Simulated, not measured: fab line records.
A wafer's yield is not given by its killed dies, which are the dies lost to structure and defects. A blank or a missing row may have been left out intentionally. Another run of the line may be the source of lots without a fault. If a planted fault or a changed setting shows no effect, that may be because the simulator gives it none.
fab line records	flow nand_harc
[record] lots = 14	wafers = 42	last_day = 33
route steps=1302 shown P_BONDPAD@370 A_ONON_D1@424 END@1302
lots untouched by any fault: they come from a run of this same line in which no faults occurred
start_h: start of the lot's first displayed wafer, in hours after the record's first day	wait_h: hours from the lot's prior step to this one	" unchanged from the row above	L1.1+2: several wafers, shown together as one row	- no value present, or no start provided	* or withheld: withheld	< > ~ a bound
route shown NAME@n: a module of which the file shows steps, and the number in the route of the first	usual: mean/standard deviation taken from wafers without a fault	same: alike in all rows	chamber/n: place in a boat	sites: the reading at each site	_std_site: the values' standard deviation	_edge_site: inner sites' mean taken away from outer sites' mean	radius_mm: how far each site lies from the wafer's centre	mask NAME#n: copy n	behind: tool/chamber where the wafer was last shaped	hold: what put the lot on hold/how long, in hours/how the hold closed	device: transistor that didn't switch, given as n, p or np	end of line: tests of these same wafers at the route's end	step lacking rows: just its recipe	killed: the dies lost at the first sort to structure and to defects; this is not the yield of the wafer	map: the dies of a wafer, with x for killed, . for not killed, _ for no die there
set.NAME: the setting that was run; set.NAME@STEP: the one run at that earlier step	model.NAME: the simulator's own value behind a step, which no gauge read
steps of the route over a sample of lots; a table a step, a row a wafer
services: the hour from which a tool's chamber was out of use, counted from the record's first day as start_h (under 0 if before that day), plus the number of hours and why
[[steps]]
[step NHARC_P_BONDPAD_CD_MEAS_13]
[usual] cd_nm = 500.7/2.1
lot.wafer	tool	chamber	start_h	wait_h	cd_nm
L993.1	cd_sem-01	-	137.46	-	502.4
L993.2	"	-	"	"	502.5
L993.5	"	-	"	"	504.1
L995.3	cd_sem-03	-	150.46	-	500.9
L995.4	"	-	"	"	501.0
L995.5	"	-	"	"	501.6
L996.2	cd_sem-01	-	163.01	-	502.7
L996.3	"	-	"	"	503.9
L996.5	"	-	"	"	503.0
L997.1	cd_sem-03	-	172.95	-	505.3
L997.2	"	-	"	"	503.0
L997.5	"	-	"	"	500.3
L100.1	cd_sem-02	-	201.57	-	500.0
L100.2	"	-	"	"	497.4
L100.3	"	-	"	"	497.7
L102.2	cd_sem-03	-	222.92	-	502.1
L102.4	"	-	"	"	497.6
L102.6	"	-	"	"	497.8
L104.4	cd_sem-02	-	241.71	-	502.2
L104.5	"	-	"	"	501.1
L104.6	"	-	"	"	499.3
L106.2	cd_sem-02	-	264.49	-	498.6
L106.5	"	-	"	"	496.8
L106.6	"	-	"	"	497.8
L108.1	cd_sem-02	-	283.23	-	501.4
L108.3	"	-	"	"	501.0
L108.6	"	-	"	"	498.9
L111.1	cd_sem-02	-	309.96	-	502.6
L111.3	"	-	"	"	501.2
L111.6	"	-	"	"	501.2
L113.1	cd_sem-03	-	336.03	-	500.8
L113.2	"	-	"	"	501.0
L113.5	"	-	"	"	500.0
L114.2	cd_sem-01	-	343.11	-	501.7
L114.3	"	-	"	"	499.3
L114.5	"	-	"	"	500.1
L116.3	cd_sem-01	-	372.31	-	504.1
L116.4	"	-	"	"	500.6
L116.6	"	-	"	"	505.1
L115.3	cd_sem-03	-	372.59	-	498.3
L115.5	"	-	"	"	499.8
L115.6	"	-	"	"	503.3
[step NHARC_P_BONDPAD_PVD_27]
[recipe] target_thk_a = 300	chamber_pressure_pa = 5	power_w = 5000	substrate_temp_c = 30	time_s = 20.49	material = Cu
[usual] throttle_valve_pct = 30.6/0.85
lot.wafer	tool	chamber	start_h	wait_h	throttle_valve_pct
L993.1	pvd_sputter-02	-	-	-	31.6
L993.2	"	-	"	"	30.6
L993.5	"	-	"	"	30.2
L995.3	pvd_sputter-01	-	-	-	31.4
L995.4	"	-	"	"	30.5
L995.5	"	-	"	"	29.1
L996.2	pvd_sputter-01	-	-	-	31.3
L996.3	"	-	"	"	29.0
L996.5	"	-	"	"	30.4
L997.2	pvd_sputter-02	-	-	-	30.6
L997.1	"	-	"	"	30.0
L997.5	"	-	"	"	30.1
L100.1	pvd_sputter-02	-	-	-	30.8
L100.3	"	-	"	"	30.1
L100.2	"	-	"	"	30.2
L102.4	pvd_sputter-01	-	-	-	31.3
L102.2	"	-	"	"	31.2
L102.6	"	-	"	"	31.3
L104.4	pvd_sputter-02	-	-	-	32.0
L104.6	"	-	"	"	30.1
L104.5	"	-	"	"	32.0
L106.2	pvd_sputter-02	-	-	-	29.8
L106.6	"	-	"	"	30.0
L106.5	"	-	"	"	30.7
L108.1	pvd_sputter-03	-	-	-	29.6
L108.3	"	-	"	"	31.0
L108.6	"	-	"	"	30.0
L111.1	pvd_sputter-01	-	-	-	32.1
L111.3	"	-	"	"	31.7
L111.6	"	-	"	"	32.1
L113.2	pvd_sputter-02	-	-	-	30.9
L113.1	"	-	"	"	31.0
L113.5	"	-	"	"	31.0
L114.3	pvd_sputter-03	-	-	-	29.9
L114.2	"	-	"	"	30.0
L114.5	"	-	"	"	30.1
L116.3	pvd_sputter-01	-	-	-	32.1
L116.4	"	-	"	"	31.7
L116.6	"	-	"	"	29.2
L115.3	pvd_sputter-02	-	-	-	31.1
L115.6	"	-	"	"	30.6
L115.5	"	-	"	"	31.1
[step NHARC_A_ONON_D1_DEP_00]
[recipe] target_thk_a = 10000	n2_flow_sccm = 2750	n2o_flow_sccm = 2000	nh3_flow_sccm = 500	sih4_flow_sccm = 210	temp_c = 400
lot.wafer	tool	chamber	start_h	wait_h
L993.1+2+5	pecvd_onon-04	0	164.43	0.4
L995.3+4+5	pecvd_onon-04	0	177.32	0.2
L996.2+3+5	pecvd_onon-01	0	190.86	0.1
L997.1+2+5	pecvd_onon-02	0	198.62	0.1
L100.1+2+3	pecvd_onon-01	0	226.53	0.1
L102.2+4+6	pecvd_onon-02	0	248.42	0.1
L104.4+5+6	pecvd_onon-04	0	265.08	0.2
L106.2+5+6	pecvd_onon-02	0	290.12	0.1
L108.1+3+6	pecvd_onon-02	0	309.01	0.1
L111.1+3+6	pecvd_onon-02	0	335.92	0.1
L113.1+2+5	pecvd_onon-01	0	362.88	0.1
L114.2+3+5	pecvd_onon-04	0	367.70	0.1
L116.3+4+6	pecvd_onon-01	0	397.47	0.2
L115.3+5+6	pecvd_onon-04	0	397.55	0.2
[step NHARC_A_ONON_D1_THK_MEAS_02]
[recipe] thk_meas_gauge = ellipsometry
[usual] thk_nm = 999/10
lot.wafer	tool	chamber	start_h	wait_h	thk_nm
L993.1	film_metro-02	-	164.94	-	977
L993.2	"	-	"	"	977
L993.5	"	-	"	"	978
L995.3	film_metro-01	-	177.71	-	1002
L995.4	"	-	"	"	1003
L995.5	"	-	"	"	1004
L996.2	film_metro-01	-	191.31	-	992
L996.3	"	-	"	"	990
L996.5	"	-	"	"	991
L997.1	film_metro-01	-	199.13	-	1013
L997.2	"	-	"	"	1013
L997.5	"	-	"	"	1013
L100.1	film_metro-02	-	227.05	-	995
L100.2	"	-	"	"	997
L100.3	"	-	"	"	996
L102.2	film_metro-01	-	248.87	-	998
L102.4	"	-	"	"	997
L102.6	"	-	"	"	999
L104.4	film_metro-02	-	265.42	-	1001
L104.5	"	-	"	"	1000
L104.6	"	-	"	"	1001
L106.2	film_metro-02	-	290.58	-	1005
L106.5	"	-	"	"	1005
L106.6	"	-	"	"	1004
L108.1	film_metro-02	-	309.52	-	681
L108.3	"	-	"	"	679
L108.6	"	-	"	"	681
L111.1	film_metro-02	-	336.42	-	662
L111.3	"	-	"	"	664
L111.6	"	-	"	"	662
L113.1	film_metro-02	-	363.39	-	1006
L113.2	"	-	"	"	1005
L113.5	"	-	"	"	1004
L114.2	film_metro-02	-	368.16	-	998
L114.3	"	-	"	"	997
L114.5	"	-	"	"	997
L116.3	film_metro-02	-	397.87	-	1005
L116.4	"	-	"	"	1007
L116.6	"	-	"	"	1004
L115.3	film_metro-01	-	397.95	-	997
L115.5	"	-	"	"	997
L115.6	"	-	"	"	997
[step NHARC_END_SORT_01]
[recipe] temp_c = 25
[usual] killed_at_array = 57/19	killed_at_other = 0.9/1.1	killed_at_periphery = 4.0/2.6	killed_dies = 62/19	killed_open = 3.3/1.8	killed_short = 2.4/1.7
[same] gross_dies = 677
lot.wafer	tool	chamber	start_h	wait_h	killed_at_array	killed_at_other	killed_at_periphery	killed_dies	killed_open	killed_short
L108.1	prober-02	0	710.92	2.5	674	1	2	677	2	4
L108.3	prober-02	0	712.50	3.1	675	1	1	677	2	1
L108.6	prober-02	0	714.86	3.9	673	0	4	677	7	2
L111.1	prober-02	0	726.52	2.5	672	1	4	677	2	3
L111.3	prober-02	0	728.14	3.1	673	2	2	677	1	4
L111.6	prober-02	0	730.58	4.1	671	1	5	677	4	2
// killed by level:class
L108.1 A_ONON_D1:area_dep=591 A_CHANNEL_HOLE_D1:chamber_film_flake=29 A_SLIT:chamber_film_flake=27 A_CHANNEL_HOLE_D2:chamber_film_flake=14 A_M1:chamber_film_flake=4 A_CONTACT:chamber_film_flake=3 P_CONTACT:geometric_particle:short=1 P_CONTACT:geometric_particle:open=1
L108.3 A_ONON_D1:area_dep=596 A_SLIT:chamber_film_flake=36 A_CHANNEL_HOLE_D1:chamber_film_flake=25 A_CHANNEL_HOLE_D2:chamber_film_flake=8 A_STAIRCASE:chamber_film_flake=3 A_CONTACT:chamber_film_flake=2 A_M1:chamber_film_flake=2 P_M0:geometric_particle:open=1
L108.6 A_ONON_D1:area_dep=597 A_CHANNEL_HOLE_D1:chamber_film_flake=31 A_SLIT:chamber_film_flake=20 A_CHANNEL_HOLE_D2:chamber_film_flake=12 A_ONON_D2:geometric_particle:open=3 A_STAIRCASE:chamber_film_flake=2 A_CONTACT:chamber_film_flake=2 P_GATE:geometric_particle:short=1
L111.1 A_ONON_D1:area_dep=643 A_SLIT:chamber_film_flake=12 A_CHANNEL_HOLE_D2:chamber_film_flake=7 A_CONTACT:chamber_film_flake=4 A_CHANNEL_HOLE_D1:chamber_film_flake=2 P_GATE:geometric_particle:open=1 P_CONTACT:geometric_particle:short=1 P_M0:geometric_particle:open=1
L111.3 A_ONON_D1:area_dep=607 A_SLIT:chamber_film_flake=31 A_CHANNEL_HOLE_D1:chamber_film_flake=13 A_CHANNEL_HOLE_D2:chamber_film_flake=9 A_STAIRCASE:chamber_film_flake=3 A_CONTACT:chamber_film_flake=3 A_WL_FILL:geometric_particle:short=2 P_ZERO_WELL:chamber_film_flake=2
L111.6 A_ONON_D1:area_dep=606 A_CHANNEL_HOLE_D2:chamber_film_flake=23 A_SLIT:chamber_film_flake=19 A_CHANNEL_HOLE_D1:chamber_film_flake=8 P_ZERO_WELL:chamber_film_flake=4 A_CHANNEL_FILL_D2:chamber_film_flake=2 A_CONTACT:chamber_film_flake=2 A_M1:chamber_film_flake=2
[[services]]
tool	chamber	start_h	hours	kind
pecvd_onon-04	-	130.29	13.0	pm
pvd_sputter-03	-	170.00	10.0	pm
pvd_sputter-01	-	174.35	4.4	repair
pecvd_onon-02	-	185.00	13.0	pm
pvd_sputter-03	-	221.26	2.6	repair
pvd_sputter-01	-	234.51	10.0	pm
pecvd_onon-01	-	269.00	13.0	pm
pvd_sputter-01	-	278.15	4.0	repair
pvd_sputter-02	-	282.00	10.0	pm
pvd_sputter-01	-	293.30	3.2	repair
pecvd_onon-04	-	311.62	13.0	pm
pvd_sputter-03	-	348.00	10.0	pm
pvd_sputter-03	-	362.61	1.3	repair
pecvd_onon-02	-	366.00	13.0	pm
[[key]]
[first_sign] step = NHARC_A_ONON_D1_THK_MEAS_02	reading = thk_nm	direction = down	sigmas = 33	usual = 999	struck = 671
[effect] step = NHARC_END_SORT_01	reading = killed_dies	direction = up	sigmas = 33	usual = 62	struck = 677
[more_kills_born_at] NHARC_A_ONON_D1_DEP_00@pecvd_onon-02 = 3640
met_at NHARC_A_ONON_D1_DEP_00
struck_lots L108,L111
struck_wafers L108.1,L108.3,L108.6,L111.1,L111.3,L111.6
later_rows_left_out L108.1,L108.3,L108.6,L111.1,L111.3,L111.6
tester_left_out L108,L111
not_acting_at NHARC_P_BONDPAD_CD_MEAS_13,NHARC_P_BONDPAD_PVD_27
onset_between 290.12 309.01
[fault] kind = process_parameter_drift	tool = pecvd_onon-02	chamber = 0	onset_h = 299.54	steps = NHARC_A_ONON_D1_DEP_00	channel = target_thk_a	offset = *	shape = step	acts_in = *	stated = *
// tester_left_out: of these lots the tester's yield and bins aren't shown, on N5 and GAA mostly nor the transistor test; their killed dies are dies lost to structure and defects alone, not to doping, threshold or leakage, so they don't give the yield
// later_rows_left_out: the simulator's readings of these wafers behind a module that went badly wrong aren't trusted and aren't shown, but for the sort
